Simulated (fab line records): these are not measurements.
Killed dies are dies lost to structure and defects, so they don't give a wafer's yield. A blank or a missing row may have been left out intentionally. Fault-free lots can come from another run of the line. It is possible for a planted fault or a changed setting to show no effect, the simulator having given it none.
Which of the tools did it? ; flow n5_finfet ; Sampling: 9 lots, 27 wafers, 5 of 1938 route steps

WHAT THE GAUGES SHOWED, per wafer
N5_BEOL_M4_RC_MEAS_101. Usual: DIBL_N 37.5 mV/V, standard deviation 2.5; DIBL_P 38 mV/V, standard deviation 3.1; IOFF_N 0.19 nA/um, standard deviation 0.059; IOFF_P 0.24 nA/um, standard deviation 0.061; ION_N 679 uA/um, standard deviation 16; ION_P 465 uA/um, standard deviation 9.8; SS_N 72.0 mV/dec, standard deviation 0.8; SS_P 73.7 mV/dec, standard deviation 0.86; VT_N 248 mV, standard deviation 4.5; VT_P -249 mV, standard deviation 3.5.
lot;measured;on;DIBL_N (mV/V);DIBL_P (mV/V);IOFF_N (nA/um);IOFF_P (nA/um);ION_N (uA/um);ION_P (uA/um);SS_N (mV/dec);SS_P (mV/dec);VT_N (mV);VT_P (mV);flag
L221;day 7 19:21;prober-02;34.1 37.8 39.7;36 37 40;0.12 0.18 0.23;0.20 0.22 0.27;659 678 679;459 466 459;70.6 72.3 72.7;72.8 73.5 74.2;254 251 248;-249 -250 -245;
L222;day 8 02:04;prober-02;37.3 37.3 37.4;38 40 38;0.18 0.19 0.18;0.23 0.27 0.22;677 675 676;459 465 460;72.0 72.5 72.6;73.5 74.2 73.8;250 248 255;-250 -248 -252;
L228;day 10 05:40;prober-02;35.9 37.2 33.6;37 37 34;0.16 0.19 0.11;0.20 0.20 0.17;667 680 659;459 461 451;72.3 72.0 70.9;73.8 73.0 73.0;251 249 255;-252 -251 -254;
L229;day 10 21:11;prober-01;34.4 38.7 37.1;35 39 37;0.10 0.18 0.14;0.16 0.24 0.20;657 673 651;453 467 452;70.8 71.8 71.5;73.2 74.1 73.1;260 247 252;-253 -249 -251;
L230;day 10 09:25;prober-01;41.4 37.6 38.9;40 35 38;0.27 0.15 0.19;0.33 0.21 0.28;702 671 679;477 458 468;72.5 71.6 72.4;74.7 73.5 73.4;244 255 246;-244 -247 -244;
L235;day 11 19:13;prober-02;35.8 36.5 38.3;36 37 38;0.13 0.14 0.19;0.21 0.21 0.27;659 658 682;465 455 471;71.9 71.5 72.0;73.3 73.3 74.3;256 252 248;-249 -250 -248;
L240;day 13 00:09;prober-02;37.6 35.7 37.4;37 34 36;0.19 0.16 0.20;0.24 0.21 0.24;683 667 685;463 462 466;72.1 71.5 72.0;73.9 73.3 73.8;249 249 244;-249 -250 -250;
L241;day 13 22:40;prober-02;40.5 38.6 39.9;38 36 38;0.23 0.17 0.21;0.26 0.22 0.25;684 662 687;465 460 466;72.7 73.0 71.8;73.8 73.4 74.0;246 250 250;-249 -249 -248;
L242;day 13 22:26;prober-01;38.6 39.0 39.9;42 39 41;0.21 0.20 0.23;0.29 0.23 0.26;685 676 687;475 455 466;72.0 71.8 72.2;74.4 74.7 74.6;247 247 245;-249 -251 -249;

WHICH TOOL RAN EACH LOT (tool, then ch and the chambers of the sampled wafers, then the start)
lot;N5_MOL_CONTACT_COAG_ALD_131;N5_MOL_CONTACT_COAG_ETCHBACK_132;N5_MOL_CONTACT_COAG_ETCH_47;N5_MOL_CONTACT_COAG_COAT_62
L221;ald_sin-02 ch 1,2, day 5 01:15;rie_diel-05 ch 0,1,3, day 5 01:26;rie_diel-05 ch 0,1,3, day 5 01:41;litho_track-04 ch 0, day 5 01:58
L222;ald_sin-04 ch 0,2, day 5 08:54;rie_diel-05 ch 0,1,2, day 5 09:05;rie_diel-05 ch 0,1,2, day 5 09:21;litho_track-05 ch 0, day 5 09:37
L228;ald_sin-04 ch 0,2,3, day 6 20:48;rie_diel-01 ch 0,1,3, day 6 20:59;rie_diel-01 ch 0,1,3, day 6 21:14;litho_track-01 ch 0, day 6 21:31
L229;ald_sin-02 ch 0,1,3, day 7 09:14;rie_diel-01 ch 1,2,3, day 7 09:35;rie_diel-01 ch 1,2,3, day 7 09:50;litho_track-05 ch 0, day 7 10:07
L230;ald_sin-02 ch 0,1,3, day 7 09:24;rie_diel-05 ch 0,2,3, day 7 09:35;rie_diel-05 ch 0,2,3, day 7 09:52;litho_track-04 ch 0, day 7 10:08
L235;ald_sin-01 ch 1,2,3, day 8 15:37;rie_diel-03 ch 0,2, day 8 15:48;rie_diel-03 ch 0,2, day 8 16:04;litho_track-01 ch 0, day 8 16:20
L240;ald_sin-02 ch 0,3, day 10 00:00;rie_diel-01 ch 2,3, day 10 00:20;rie_diel-01 ch 2,3, day 10 00:36;litho_track-05 ch 0, day 10 00:52
L241;ald_sin-02 ch 0,1,3, day 10 04:56;rie_diel-03 ch 0,2,3, day 10 05:07;rie_diel-03 ch 0,2,3, day 10 05:23;litho_track-05 ch 0, day 10 05:39
L242;ald_sin-04 ch 0,3, day 10 12:22;rie_diel-03 ch 0,2,3, day 10 12:32;rie_diel-03 ch 0,2,3, day 10 12:49;litho_track-01 ch 0, day 10 13:04
- N5_MOL_CONTACT_COAG_ALD_131: deposits SiO2, target thk 5 nm, pulse time 1 s, co reactant pulse time 1 s.
- N5_MOL_CONTACT_COAG_ETCHBACK_132: etches SiO2 in CHF3, target depth 10 nm, time 6.7 s.
- N5_MOL_CONTACT_COAG_ETCH_47: etches SiNx in CH3F/O2, stops on W, target depth 27 nm.
- N5_MOL_CONTACT_COAG_COAT_62: time 60 s, resist thk 60 nm.

AS READ BY THE TOOLS THEMSELVES (means over the sampled wafers that have a number; for cases with no such wafer, the mark the record gives instead)
N5_MOL_CONTACT_COAG_ALD_131. Usual: chamber_pressure_Torr 2.000 Torr, standard deviation 0.005; heater_power_outer_w 41 W, standard deviation 4.1; heater_power_w 77 W, standard deviation 8.9; precursor_pulse_height_rel 0.998, standard deviation 0.02; susceptor_temp_C 100.01 C, standard deviation 0.13.
lot;tool;chamber_pressure_Torr (Torr);heater_power_outer_w (W);heater_power_w (W);precursor_pulse_height_rel;susceptor_temp_C (C);flag
L221;ald_sin-02;1.999;42;82;0.974;100.07;
L222;ald_sin-04;1.999;39;78;1.002;100.05;
L228;ald_sin-04;2.002;39;74;0.994;99.94;
L229;ald_sin-02;1.997;41;80;0.980;99.93;
L230;ald_sin-02;2.002;41;78;0.989;99.96;
L235;ald_sin-01;1.997;43;80;0.983;100.09;
L240;ald_sin-02;1.999;38;70;1.004;99.92;
L241;ald_sin-02;2.003;41;78;1.017;100.04;
L242;ald_sin-04;2.003;35;68;0.993;100.03;

N5_MOL_CONTACT_COAG_ETCHBACK_132. Usual: drypump_motor_current_A 5.5 A, standard deviation 0.44; oes_product_au 0.80 a.u., standard deviation 0.1; rf_vpp_V 524 V, standard deviation 18; showerhead_plenum_p_Torr 2.40 Torr, standard deviation 0.089; throttle_valve_pct 18.74 %, standard deviation 0.26.
lot;tool;drypump_motor_current_A (A);oes_product_au (a.u.);rf_vpp_V (V);showerhead_plenum_p_Torr (Torr);throttle_valve_pct (%);flag
L221;rie_diel-05;5.5;0.82;534;2.38;18.65;
L222;rie_diel-05;5.4;0.82;523;2.36;18.63;
L228;rie_diel-01;5.5;0.72;517;2.44;18.92;
L229;rie_diel-01;5.5;0.72;514;2.37;18.94;
L230;rie_diel-05;5.6;0.83;519;2.38;18.54;
L235;rie_diel-03;5.7;0.78;526;2.37;19.00;
L240;rie_diel-01;5.8;0.89;522;2.49;18.69;
L241;rie_diel-03;5.6;0.79;534;2.43;18.81;
L242;rie_diel-03;5.6;0.79;534;2.43;18.82;

N5_MOL_CONTACT_COAG_ETCH_47. Usual: drypump_motor_current_A 5.5 A, standard deviation 0.44; etch_rf_on_time_s 31.1 s, standard deviation 0.68; oes_product_au 0.72 a.u., standard deviation 0.089; rf_vpp_V 298 V, standard deviation 10; showerhead_plenum_p_Torr 2.02 Torr, standard deviation 0.078; throttle_valve_pct 16.37 %, standard deviation 0.27.
lot;tool;drypump_motor_current_A (A);etch_rf_on_time_s (s);oes_product_au (a.u.);rf_vpp_V (V);showerhead_plenum_p_Torr (Torr);throttle_valve_pct (%);flag
L221;rie_diel-05;5.5;30.9;0.74;304;2.00;16.28;
L222;rie_diel-05;5.4;30.9;0.73;297;1.98;16.26;
L228;rie_diel-01;5.5;31.6;0.64;293;2.05;16.55;
L229;rie_diel-01;5.5;30.9;0.66;292;2.00;16.58;
L230;rie_diel-05;5.6;30.8;0.75;295;2.00;16.18;
L235;rie_diel-03;5.7;31.1;0.70;297;1.99;16.59;
L240;rie_diel-01;5.8;30.9;0.79;297;2.10;16.33;
L241;rie_diel-03;5.6;30.7;0.71;302;2.05;16.45;
L242;rie_diel-03;5.6;31.2;0.71;304;2.05;16.45;

N5_MOL_CONTACT_COAG_COAT_62. Usual: plate_temp_C 249.97 C, standard deviation 0.17; spin_speed_rpm 1499.8 rpm, standard deviation 0.97.
lot;tool;plate_temp_C (C);spin_speed_rpm (rpm);flag
L221;litho_track-04;250.03;1500.2;
L222;litho_track-05;249.80;1499.9;
L228;litho_track-01;249.80;1499.4;
L229;litho_track-05;250.00;1499.9;
L230;litho_track-04;250.17;1499.8;
L235;litho_track-01;249.97;1499.9;
L240;litho_track-05;249.86;1798.3;OFF
L241;litho_track-05;249.90;1798.8;OFF
L242;litho_track-01;250.13;1499.3;

THE ANSWER, worked out from the rows above alone
Rule: take the mean of a lot's wafers that have a number; if it is more than 3 standard deviations from the usual mean, the lot is off. Also off: a lot with no number at a reading for which 4 or more lots have one. All remaining lots with rows at the step are treated as sound. First the gauges in route order, then the tools' own readings, where a lot's mean is used as printed above. The first step at which some lot is off is used, and at that step the reading that is off furthest; a lot without a number counts as furthest.
Off, at N5_MOL_CONTACT_COAG_COAT_62 on spin_speed_rpm: L240, L241.
A tool fits if, at that step or a process step before it, it ran every lot that is off, and no sound lot after the first of them. This does not decide it: 2 tools fit, namely ald_sin-02 at N5_MOL_CONTACT_COAG_ALD_131 and litho_track-05 at N5_MOL_CONTACT_COAG_COAT_62.

WHAT THE SIMULATOR HAD INSERTED
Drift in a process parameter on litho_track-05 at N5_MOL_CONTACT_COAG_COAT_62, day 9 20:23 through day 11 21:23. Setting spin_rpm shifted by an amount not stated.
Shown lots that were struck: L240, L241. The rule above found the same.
